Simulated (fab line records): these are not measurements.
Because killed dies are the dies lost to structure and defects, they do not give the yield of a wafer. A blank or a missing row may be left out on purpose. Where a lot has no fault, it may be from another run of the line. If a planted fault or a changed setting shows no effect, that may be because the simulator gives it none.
Matching of chambers	flow n5-finfet	N5_BEOL_M6_DESCUM_33 on rie-diel-03: 4 sister chambers
The step chemistry O2, time 7 s. 22 wafers are shown with their chamber, then 11 later ones without.

== WAFERS, EACH WITH ITS CHAMBER ==
wafer	chamber	drypump-motor-current-A (A)	throttle-valve-pct (%)	showerhead-plenum-p-Torr (Torr)
L074.2	1	6.6	20.63	1.97
L074.3	2	4.8	20.11	2.06
L074.4	0	5.0	20.68	2.15
L078.3	1	6.5	20.63	1.97
L078.5	3	6.5	20.09	2.22
L078.6	2	4.8	20.12	2.06
L081.1	0	5.0	20.69	2.14
L081.2	2	4.8	20.13	2.06
L081.3	3	6.5	20.10	2.21
L083.2	3	6.5	20.10	2.21
L083.5	3	6.5	20.12	2.21
L083.6	2	4.8	20.14	2.06
L084.3	0	5.0	20.72	2.14
L084.5	0	5.0	20.71	2.14
L084.6	2	4.8	20.16	2.05
L086.1	3	6.5	20.12	2.21
L086.3	0	5.0	20.69	2.14
L086.4	0	5.0	20.70	2.14
L091.2	1	6.6	20.29	2.22
L091.4	3	6.5	20.13	2.21
L091.5	0	5.0	20.71	2.13
L090.1	2	4.8	20.17	2.05

SIGNATURES, as means of the wafers listed above
reading	chamber 0	chamber 1	chamber 2	chamber 3	scatter within a chamber
drypump-motor-current-A	5.000	6.567	4.800	6.500	0.0192
throttle-valve-pct	20.7000	20.5167	20.1383	20.1100	0.0676
showerhead-plenum-p-Torr	2.1400	2.0533	2.0567	2.2117	0.0484
Rule: for a wafer and a chamber, the distance is found by dividing, reading by reading, the gap between the wafer's reading and the chamber's mean by the reading's scatter, squaring, summing and taking the root. If the next closest chamber is less than 2 further off than the closest, the wafer can't be placed; otherwise it belongs to the closest. The scatter: take each reading less its chamber's mean, square it, sum over the shown wafers, divide by the number of wafers less the number of chambers, and take the root.

== WAFERS WITH NO CHAMBER GIVEN ==
wafer	drypump-motor-current-A (A)	throttle-valve-pct (%)	showerhead-plenum-p-Torr (Torr)
L090.2	6.6	20.28	2.22
L090.3	5.0	20.71	2.13
L093.1	4.8	20.19	2.05
L093.3	6.6	20.30	2.22
L093.5	6.5	20.33	2.22
L097.2	6.6	20.30	2.22
L097.3	5.0	20.73	2.13
L097.6	6.6	20.30	2.22
L096.2	6.5	20.17	2.20
L096.4	4.8	20.20	2.04
L096.6	6.5	20.16	2.20

== THE CHAMBER EACH PASSED THROUGH ==
wafer	from the rows above	in truth
L090.2	can't be placed: 1 or 3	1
L090.3	0	0
L093.1	2	2
L093.3	can't be placed: 1 or 3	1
L093.5	3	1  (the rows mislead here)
L097.2	can't be placed: 1 or 3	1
L097.3	0	0
L097.6	can't be placed: 1 or 3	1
L096.2	3	3
L096.4	2	2
L096.6	3	3
Correct placement for 6 of the 11. Can't be placed from these rows: 4 (the true chamber is among the candidates in 4). Placed wrongly: 1.
